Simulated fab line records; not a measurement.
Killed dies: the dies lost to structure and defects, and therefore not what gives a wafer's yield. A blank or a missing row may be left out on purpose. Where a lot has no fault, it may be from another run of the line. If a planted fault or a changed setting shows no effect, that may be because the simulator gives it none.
Chamber matching :: flow nandHarc :: rieDiel-01 running NHARC_P_GATE_DESCUM_48: 4 sister chambers
The step chemistry O2, time 3 s. 18 wafers are shown with their chamber, then 9 later ones without.

== WAFERS, EACH WITH ITS CHAMBER ==
wafer: L078.1
chamber: 1
drypumpMotorCurrentA (A): 5.1
showerheadPlenumPTorr (Torr): 1.83
oesProductAu (a.u.): 1.017

wafer: L078.2
chamber: 0
drypumpMotorCurrentA (A): 6.7
showerheadPlenumPTorr (Torr): 1.80
oesProductAu (a.u.): 0.994

wafer: L078.4
chamber: 3
drypumpMotorCurrentA (A): 5.4
showerheadPlenumPTorr (Torr): 1.90
oesProductAu (a.u.): 0.983

wafer: L079.1
chamber: 2
drypumpMotorCurrentA (A): 6.0
showerheadPlenumPTorr (Torr): 1.99
oesProductAu (a.u.): 0.991

wafer: L079.2
chamber: 1
drypumpMotorCurrentA (A): 5.1
showerheadPlenumPTorr (Torr): 1.83
oesProductAu (a.u.): 1.014

wafer: L079.6
chamber: 3
drypumpMotorCurrentA (A): 5.3
showerheadPlenumPTorr (Torr): 1.90
oesProductAu (a.u.): 0.984

wafer: L088.2
chamber: 1
drypumpMotorCurrentA (A): 5.1
showerheadPlenumPTorr (Torr): 1.82
oesProductAu (a.u.): 1.001

wafer: L088.3
chamber: 0
drypumpMotorCurrentA (A): 6.7
showerheadPlenumPTorr (Torr): 1.80
oesProductAu (a.u.): 1.009

wafer: L088.6
chamber: 2
drypumpMotorCurrentA (A): 6.0
showerheadPlenumPTorr (Torr): 1.98
oesProductAu (a.u.): 0.988

wafer: L087.1
chamber: 2
drypumpMotorCurrentA (A): 6.0
showerheadPlenumPTorr (Torr): 1.98
oesProductAu (a.u.): 1.001

wafer: L087.3
chamber: 3
drypumpMotorCurrentA (A): 5.4
showerheadPlenumPTorr (Torr): 1.89
oesProductAu (a.u.): 0.974

wafer: L087.4
chamber: 1
drypumpMotorCurrentA (A): 5.1
showerheadPlenumPTorr (Torr): 1.82
oesProductAu (a.u.): 0.994

wafer: L089.1
chamber: 3
drypumpMotorCurrentA (A): 5.3
showerheadPlenumPTorr (Torr): 1.89
oesProductAu (a.u.): 0.979

wafer: L089.5
chamber: 0
drypumpMotorCurrentA (A): 6.7
showerheadPlenumPTorr (Torr): 1.80
oesProductAu (a.u.): 1.013

wafer: L089.6
chamber: 1
drypumpMotorCurrentA (A): 5.1
showerheadPlenumPTorr (Torr): 1.82
oesProductAu (a.u.): 1.004

wafer: L091.1
chamber: 0
drypumpMotorCurrentA (A): 6.7
showerheadPlenumPTorr (Torr): 1.79
oesProductAu (a.u.): 0.998

wafer: L091.3
chamber: 3
drypumpMotorCurrentA (A): 5.3
showerheadPlenumPTorr (Torr): 1.89
oesProductAu (a.u.): 0.987

wafer: L091.4
chamber: 2
drypumpMotorCurrentA (A): 6.0
showerheadPlenumPTorr (Torr): 1.98
oesProductAu (a.u.): 0.997

SIGNATURES (means of the wafers above)
reading: drypumpMotorCurrentA
chamber 0: 6.700
chamber 1: 5.100
chamber 2: 6.000
chamber 3: 5.340
scatter within a chamber: 0.0293

reading: showerheadPlenumPTorr
chamber 0: 1.7975
chamber 1: 1.8240
chamber 2: 1.9825
chamber 3: 1.8940
scatter within a chamber: 0.00528

reading: oesProductAu
chamber 0: 1.00350
chamber 1: 1.00600
chamber 2: 0.99425
chamber 3: 0.98140
scatter within a chamber: 0.00757
Rule: a wafer lies at a distance from a chamber equal to the root of the sum of squares, over the readings, of (its reading less the chamber's mean, divided by the reading's scatter). The wafer belongs to the nearest chamber; if the next one is less than 2 further off, it can't be placed. The scatter: the root of (the sum of the squares of (reading less its chamber's mean) over the shown wafers, divided by (wafers less chambers)).

== WAFERS WHOSE CHAMBER IS MISSING ==
wafer: L094.4
drypumpMotorCurrentA (A): 6.0
showerheadPlenumPTorr (Torr): 1.98
oesProductAu (a.u.): 0.987

wafer: L094.5
drypumpMotorCurrentA (A): 6.0
showerheadPlenumPTorr (Torr): 1.98
oesProductAu (a.u.): 1.001

wafer: L094.6
drypumpMotorCurrentA (A): 5.1
showerheadPlenumPTorr (Torr): 1.82
oesProductAu (a.u.): 1.001

wafer: L096.3
drypumpMotorCurrentA (A): 5.1
showerheadPlenumPTorr (Torr): 1.82
oesProductAu (a.u.): 0.997

wafer: L096.4
drypumpMotorCurrentA (A): 6.7
showerheadPlenumPTorr (Torr): 1.79
oesProductAu (a.u.): 0.998

wafer: L096.6
drypumpMotorCurrentA (A): 6.0
showerheadPlenumPTorr (Torr): 1.97
oesProductAu (a.u.): 0.995

wafer: L097.1
drypumpMotorCurrentA (A): 6.0
showerheadPlenumPTorr (Torr): 1.97
oesProductAu (a.u.): 0.990

wafer: L097.2
drypumpMotorCurrentA (A): 5.1
showerheadPlenumPTorr (Torr): 1.82
oesProductAu (a.u.): 1.002

wafer: L097.4
drypumpMotorCurrentA (A): 6.7
showerheadPlenumPTorr (Torr): 1.79
oesProductAu (a.u.): 1.007

== WHICH CHAMBER EACH WENT THROUGH ==
wafer: L094.4
from the rows above: 2
in truth: 2

wafer: L094.5
from the rows above: 2
in truth: 2

wafer: L094.6
from the rows above: 1
in truth: 1

wafer: L096.3
from the rows above: 1
in truth: 1

wafer: L096.4
from the rows above: 0
in truth: 0

wafer: L096.6
from the rows above: 2
in truth: 2

wafer: L097.1
from the rows above: 2
in truth: 2

wafer: L097.2
from the rows above: 1
in truth: 1

wafer: L097.4
from the rows above: 0
in truth: 0
Placed correctly: 9 of 9. Can't be placed from these rows: 0. Wrongly placed: 0.
